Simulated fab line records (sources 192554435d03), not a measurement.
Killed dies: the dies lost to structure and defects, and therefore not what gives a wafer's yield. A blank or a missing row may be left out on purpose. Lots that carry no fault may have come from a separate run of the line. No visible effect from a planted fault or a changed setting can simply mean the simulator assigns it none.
fab line records | flow n5-finfet
[record] lots = 10 wafers = 30 last-day = 18
route steps=1938 shown BEOL_M8@1367 PASSIVATION@1936
lots untouched by any fault: they come from a run of this same line in which no faults occurred
start-h: hours from the record's first day to the start of the lot's first wafer shown | wait-h: hours elapsed since this lot's preceding step | " the same as in the row above | L1.1+2: one row covering several wafers at once | - no value present, or no start provided | * or withheld: withheld | < > ~ a bound
route shown NAME@n: names a module that has steps shown in the file, with the first one's number in the route | usual: mean and standard deviation over wafers with no fault | same: alike in all rows | chamber/n: place in a boat | sites: per-site readings | _std_site: the values' standard deviation | _edge_site: the outer-site mean with the inner-site mean subtracted | radius-mm: how far each site lies from the wafer's centre | mask NAME#n: copy n | behind: the tool/chamber that last shaped the wafer | hold: what put the lot on hold/how long, in hours/how the hold closed | device: the n, p or np transistor that did not switch | end of line: the tests these same wafers got at the end of their route | step lacking rows: just its recipe | killed: count of dies lost to structure and defects at first sort (not the wafer's yield) | map: the dies of a wafer, with x for killed, . for not killed, _ for no die there
set.NAME: the setting that was run; set.NAME@STEP: the one run at that earlier step | model.NAME: the simulator's own value behind a step, which no gauge read
route steps across a sampled set of lots; one table per step, one row per wafer
services: a tool's chamber out of use, with start hour (start-h, from the record's first day; less than 0 if before it), hours out, and reason
[[steps]]
[step N5_BEOL_M8_INSPECT_30]
[recipe] mode = adi inspect-instrument = brightfield
[usual] raw-defect-count = 414/100
// columns lot.wafer tool chamber start-h wait-h raw-defect-count
L802.4 defect-inspect-02 - 233.66 0.0 393
L802.5 " - " " 262
L802.6 " - " " 354
L804.1 defect-inspect-01 - 244.66 0.1 322
L804.2 " - " " 354
L804.3 " - " " 451
L806.1 defect-inspect-01 - 264.84 0.1 383
L806.4 " - " " 475
L806.5 " - " " 540
L808.1 defect-inspect-02 - 264.89 0.1 374
L808.3 " - " " 294
L808.4 " - " " 257
L807.1 defect-inspect-02 - 268.59 0.1 349
L807.2 " - " " 463
L807.6 " - " " 483
L813.2 defect-inspect-01 - 296.03 0.0 396
L813.4 " - " " 427
L813.6 " - " " 399
L815.1 defect-inspect-02 - 309.05 0.1 281
L815.3 " - " " 353
L815.6 " - " " 331
L817.3 defect-inspect-02 - 318.08 0.0 244
L817.4 " - " " 328
L817.6 " - " " 297
L820.2 defect-inspect-02 - 337.75 0.0 448
L820.4 " - " " 500
L820.5 " - " " 421
L823.1 defect-inspect-02 - 355.43 0.1 464
L823.3 " - " " 520
L823.4 " - " " 484
[step N5_BEOL_M8_DESCUM_33]
[recipe] chemistry = O2 time-s = 7 source-power-w = 50 bias-power-w = 20 pressure-mtorr = 20 rf-frequency-hz = 2.712e+07 temp-c = 40 resist = CAR-EUV o2-flow-sccm = 225
[usual] drypump-motor-current-A = 5.6/0.43 oes-product-au = 0.82/0.079 rf-fwd-power-W = 49.43/0.22 rf-vpp-V = 243.2/1.3 showerhead-plenum-p-Torr = 2.08/0.071 throttle-valve-pct = 20.29/0.21
// columns lot.wafer tool chamber start-h wait-h drypump-motor-current-A oes-product-au rf-fwd-power-W rf-hours-counter-h rf-vpp-V showerhead-plenum-p-Torr throttle-valve-pct
L802.4 rie-diel-01 0 234.18 0.5 5.2 0.80 49.29 - 246.1 2.20 20.44
L802.5 " 3 " " 6.1 0.97 49.65 - 242.3 2.03 19.83
L802.6 " 2 " " 5.6 0.83 49.10 - 242.4 2.05 20.36
L804.1 rie-diel-04 1 244.73 0.1 5.9 0.92 49.76 12 244.3 2.14 20.35
L804.2 " 2 " " 6.0 0.69 49.22 212 242.5 2.08 20.29
L804.3 " 3 " " 5.2 0.80 49.55 110 243.7 2.01 20.50
L806.1 rie-diel-06 3 265.15 0.3 5.0 0.86 49.22 78 243.4 2.05 20.51
L806.4 " 1 " " 6.4 0.83 49.25 52 244.2 2.23 20.41
L806.5 " 3 " " 5.1 0.85 49.46 - 243.0 2.05 20.50
L808.1 rie-diel-01 0 265.34 0.5 5.2 0.79 49.21 108 245.0 2.20 20.46
L808.3 " 2 " " 5.6 0.82 48.94 88 241.7 2.04 20.37
L808.4 " 3 " " 6.2 0.93 49.52 15 241.7 2.03 19.84
L807.1 rie-diel-04 1 268.69 0.1 5.9 0.90 49.74 20 244.2 2.14 20.36
L807.2 " 0 " " 5.9 0.76 49.20 153 242.3 1.99 20.13
L807.6 " 0 " " 5.9 0.76 49.26 - 241.6 1.99 20.12
L813.2 rie-diel-04 3 296.48 0.4 5.2 0.78 49.49 126 241.2 2.01 20.53
L813.4 " 2 " " 6.0 0.68 49.41 229 242.9 2.08 20.29
L813.6 " 3 " " 5.2 0.79 49.46 - 243.0 2.01 20.54
L815.1 rie-diel-04 1 309.22 0.2 5.8 0.87 49.52 33 243.9 2.13 20.41
L815.3 " 0 " " 5.9 0.74 49.09 166 240.2 1.98 20.16
L815.6 " 2 " " 6.0 0.68 49.45 - 244.0 2.08 20.30
L817.3 rie-diel-06 2 318.11 0.0 5.8 0.79 49.41 111 244.0 2.08 20.18
L817.4 " 2 " " 5.8 0.79 49.51 - 244.5 2.08 20.16
L817.6 " 1 " " 6.4 0.81 49.44 - 245.3 2.22 20.43
L820.2 rie-diel-06 1 337.78 0.0 6.4 0.80 49.26 79 244.7 2.22 20.46
L820.4 " 2 " " 5.8 0.79 49.90 119 243.8 2.08 20.18
L820.5 " 3 " " 5.1 0.83 49.20 - 240.8 2.04 20.57
L823.1 rie-diel-04 3 355.46 0.0 5.1 0.75 49.49 149 241.1 2.00 20.59
L823.3 " 1 " " 5.8 0.84 49.73 49 242.5 2.13 20.41
L823.4 " 0 " " 5.9 0.73 49.59 - 241.5 1.98 20.16
[step N5_BEOL_M8_STRIP_80]
[recipe] chemistry = N2/H2 time-s = 10 power-w = 450 temp-c = 40 pressure-mtorr = 20 rf-frequency-hz = 6e+07 bias-power-w = 7 n2-flow-sccm = 200 h2-flow-sccm = 200
[usual] drypump-motor-current-A = 5.6/0.44 oes-product-au = 0.82/0.078 rf-vpp-V = 59.1/0.88 showerhead-plenum-p-Torr = 2.53/0.085 throttle-valve-pct = 23.54/0.2
// columns lot.wafer tool chamber start-h wait-h drypump-motor-current-A oes-product-au rf-hours-counter-h rf-vpp-V showerhead-plenum-p-Torr throttle-valve-pct
L802.4 rie-diel-01 0 - - 5.2 0.80 - 59.2 2.67 23.70
L802.5 " 3 " " 6.1 0.97 - 57.3 2.51 23.65
L802.6 " 2 " " 5.6 0.83 - 57.8 2.45 23.21
L804.1 rie-diel-04 1 - - 5.9 0.91 12 59.3 2.61 23.88
L804.2 " 2 " " 6.0 0.69 212 58.9 2.51 23.37
L804.3 " 3 " " 5.2 0.79 110 58.8 2.45 23.65
L806.1 rie-diel-06 3 - - 5.1 0.86 78 57.7 2.47 23.66
L806.4 " 1 " " 6.3 0.85 52 58.3 2.70 23.42
L806.5 " 3 " " 5.1 0.86 - 60.4 2.47 23.67
L808.1 rie-diel-01 0 - - 5.1 0.79 108 58.1 2.66 23.72
L808.3 " 2 " " 5.6 0.82 88 59.4 2.45 23.22
L808.4 " 3 " " 6.1 0.93 15 59.8 2.50 23.68
L807.1 rie-diel-04 1 - - 5.8 0.90 20 57.3 2.61 23.86
L807.2 " 0 " " 6.0 0.76 153 59.5 2.44 23.49
L807.6 " 0 " " 6.0 0.76 - 58.8 2.44 23.49
L813.2 rie-diel-04 3 - - 5.1 0.79 127 59.1 2.44 23.66
L813.4 " 2 " " 6.0 0.68 229 59.9 2.51 23.40
L813.6 " 3 " " 5.1 0.79 - 60.3 2.44 23.68
L815.1 rie-diel-04 1 - - 5.9 0.86 33 58.9 2.60 23.91
L815.3 " 0 " " 6.0 0.74 166 57.8 2.43 23.51
L815.6 " 2 " " 6.0 0.67 - 59.9 2.51 23.40
L817.3 rie-diel-06 2 - - 5.8 0.80 111 59.0 2.55 23.51
L817.4 " 2 " " 5.8 0.79 - 58.6 2.55 23.50
L817.6 " 1 " " 6.4 0.81 - 58.7 2.69 23.46
L820.2 rie-diel-06 1 - - 6.3 0.80 79 59.2 2.68 23.45
L820.4 " 2 " " 5.8 0.78 119 58.8 2.55 23.53
L820.5 " 3 " " 5.0 0.82 - 57.9 2.45 23.70
L823.1 rie-diel-04 3 - - 5.2 0.77 149 58.1 2.43 23.70
L823.3 " 1 " " 5.9 0.85 49 58.4 2.60 23.92
L823.4 " 0 " " 6.0 0.74 - 58.2 2.43 23.52
[step N5_BEOL_M8_SPUTTER_48]
[recipe] material = Cu target-thk-a = 100 temp-c = -20 bias-v = 60 power-w = 26000 chamber-pressure-pa = 0.13 time-s = 1.667
[usual] cathode-dc-power-W = 26001/5.2 throttle-valve-pct = 29.8/1.2
// columns lot.wafer tool chamber start-h wait-h cathode-dc-power-W throttle-valve-pct
L802.4 pvd-sputter-03 - 237.25 0.1 26007 29.4
L802.5 " - " " 26004 29.3
L802.6 " - " " 25993 27.4
L804.1 pvd-sputter-02 - 246.38 0.1 26004 30.1
L804.2 " - " " 26001 28.9
L804.3 " - " " 26007 31.4
L806.1 pvd-sputter-03 - 267.84 0.3 25993 31.3
L806.4 " - " " 25978 30.2
L806.5 " - " " 25996 30.2
L808.1 pvd-sputter-03 - 268.16 0.1 26004 31.2
L808.3 " - " " 25998 30.2
L808.4 " - " " 26012 29.5
L807.1 pvd-sputter-03 - 272.89 1.8 25998 29.4
L807.2 " - " " 26004 31.2
L807.6 " - " " 25997 29.6
L813.2 pvd-sputter-03 - 298.21 0.1 23935 29.4
L813.4 " - " " 25999 27.4
L813.6 " - " " 23933 29.6
L815.1 pvd-sputter-03 - 311.93 0.9 26002 30.1
L815.3 " - " " 23938 29.3
L815.6 " - " " 23925 29.4
L817.3 pvd-sputter-02 - 320.59 0.1 25996 29.0
L817.4 " - " " 25998 30.2
L817.6 " - " " 26009 31.5
L820.2 pvd-sputter-01 - 339.43 0.1 25999 30.8
L820.4 " - " " 26002 28.9
L820.5 " - " " 26012 28.9
L823.1 pvd-sputter-02 - 357.17 0.1 26005 29.7
L823.3 " - " " 26003 31.5
L823.4 " - " " 26011 29.3
[step N5_PASSIVATION_PROBE_49]
[usual] defect-limited-yield = 91.1/1.4 killed_at_M0_to_M3 = 34/9.7 killed_at_M4_up = 13/5.1 killed-at-contacts = 14/6.3 killed-at-front-end = 40/11 killed-at-other = 3.5/2.7 killed-dies = 105/16 killed-open = 70/12 killed-short = 34/7.8 sort_bin_4_leakage = 0.02/0.13 sort_bin_5_function = 5.2/0.88 sort_bin_6_memory = 3.3/0.7 sort_bin_8_speed = 0.1/0.62 sort-n-pass = 1074/17 sort-yield-pct = 91.0/1.5
[same] gross-dies = 1180 killed-at-back-side = 0
// columns lot.wafer tool chamber start-h wait-h defect-limited-yield[%] killed_at_M0_to_M3 killed_at_M4_up killed-at-contacts killed-at-front-end killed-at-other killed-dies killed-open killed-short sort_bin_4_leakage[%] sort_bin_5_function[%] sort_bin_6_memory[%] sort_bin_8_speed[%] sort-n-pass sort-yield-pct[%]
L806.1 prober-01 - 331.31 0.0 90.1 46 17 29 23 2 117 80 36 0 5.4 4.2 0 1063 90.1
L806.4 prober-01 - 331.46 0.2 90.2 40 17 22 34 3 116 83 33 0 6.0 3.6 0 1064 90.2
L806.5 prober-01 - 331.51 0.2 89.9 40 15 21 37 6 119 78 40 0 6.4 3.6 0 1061 89.9
L815.1 prober-02 - 377.88 0.0 88.9 56 16 10 45 4 131 92 38 0 5.9 4.7 0 1049 88.9
L815.3 prober-02 - 377.98 0.1 92.9 37 8 5 34 0 84 59 25 0 4.2 2.8 0 1096 92.9
L815.6 prober-02 - 378.13 0.3 90.6 46 10 4 44 7 111 77 34 0 5.3 4.1 0 1069 90.6
// killed by level:class
L806.1 MOL_CONTACT_COAG:geometric-particle:open=22 BEOL_M0_SAQP:geometric-particle:short=18 BEOL_M0_SAQP:geometric-particle:open=14 STI_FIN_REVEAL:geometric-particle:open=10 BEOL_M4:geometric-particle:open=8 MOL_CONTACT_COAG:geometric-particle:short=7 BEOL_M2:geometric-particle:open=6 FIN_SAQP:geometric-particle:open=5
L806.4 MOL_CONTACT_COAG:geometric-particle:open=21 BEOL_M0_SAQP:geometric-particle:short=12 BEOL_M0_SAQP:geometric-particle:open=10 BEOL_M4:geometric-particle:open=10 STI_FIN_REVEAL:geometric-particle:open=8 BEOL_M1:geometric-particle:open=7 DUMMY_GATE:geometric-particle:open=6 BEOL_M1:geometric-particle:short=4
L806.5 MOL_CONTACT_COAG:geometric-particle:open=15 STI_FIN_REVEAL:geometric-particle:open=12 BEOL_M0_SAQP:geometric-particle:open=12 BEOL_M0_SAQP:geometric-particle:short=9 BEOL_M2:geometric-particle:open=8 BEOL_M4:geometric-particle:open=8 MOL_CONTACT_COAG:geometric-particle:short=6 STI_FIN_REVEAL:geometric-particle:short=5
L815.1 BEOL_M3:geometric-particle:open=22 STI_FIN_REVEAL:geometric-particle:open=16 BEOL_M0_SAQP:geometric-particle:short=11 MOL_CONTACT_COAG:geometric-particle:open=8 BEOL_M1:geometric-particle:open=8 BEOL_M0_SAQP:geometric-particle:open=7 BEOL_M4:geometric-particle:open=6 FIN_SAQP:geometric-particle:short=5
L815.3 BEOL_M0_SAQP:geometric-particle:open=11 BEOL_M3:geometric-particle:open=8 FIN_SAQP:geometric-particle:open=7 BEOL_M0_SAQP:geometric-particle:short=7 DUMMY_GATE:geometric-particle:open=5 STI_FIN_REVEAL:geometric-particle:open=5 FIN_SAQP:geometric-particle:short=4 MOL_CONTACT_COAG:geometric-particle:open=4
L815.6 FIN_SAQP:geometric-particle:open=17 BEOL_M0_SAQP:geometric-particle:short=13 BEOL_M3:geometric-particle:open=13 BEOL_M0_SAQP:geometric-particle:open=10 BEOL_M2:geometric-particle:open=5 PAD_METAL:geometric-particle:short=5 STARTING-WAFER:geometric-particle:open=5 FIN_SAQP:geometric-particle:short=4
[[services]]
// columns tool chamber start-h hours kind
rie-diel-06 - 221.57 2.8 pm
rie-diel-01 1 225.32 - clean
rie-diel-01 1 225.32 - consumable-replace:focus-ring
rie-diel-01 1 225.32 22.4 scheduled-down
rie-diel-01 1 225.32 22.4 vent-cycle
rie-diel-06 - 256.88 0.1 repair
rie-diel-01 - 284.58 0.4 repair
rie-diel-06 0 311.12 - clean
rie-diel-06 0 311.12 - consumable-replace:esc
rie-diel-06 0 311.12 - consumable-replace:focus-ring
rie-diel-06 0 311.12 22.7 scheduled-down
rie-diel-06 0 311.12 22.7 vent-cycle
rie-diel-01 2 337.34 4.5 repair
pvd-sputter-01 - 350.73 6.6 repair
rie-diel-04 2 353.14 - clean
rie-diel-04 2 353.14 - consumable-replace:focus-ring
rie-diel-04 2 353.14 12.5 scheduled-down
rie-diel-04 2 353.14 12.5 vent-cycle
[[key]]
[first-sign] step = N5_BEOL_M8_SPUTTER_48 reading = cathode-dc-power-W direction = down sigmas = 99+ usual = * struck = *
effect none on later readings
met-at N5_BEOL_M8_SPUTTER_48
struck-lots L813,L815
struck-wafers L813.2,L813.6,L815.3,L815.6
not-acting-at N5_BEOL_M8_INSPECT_30,N5_BEOL_M8_DESCUM_33,N5_BEOL_M8_STRIP_80
onset-between 272.89 298.21
[fault] kind = process-parameter-drift tool = pvd-sputter-03 chamber = - onset-h = 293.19 steps = N5_BEOL_M8_SPUTTER_48 channel = power-w offset = * shape = step end-h = 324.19 acts-in = * stated = * scope = struck-wafers-only
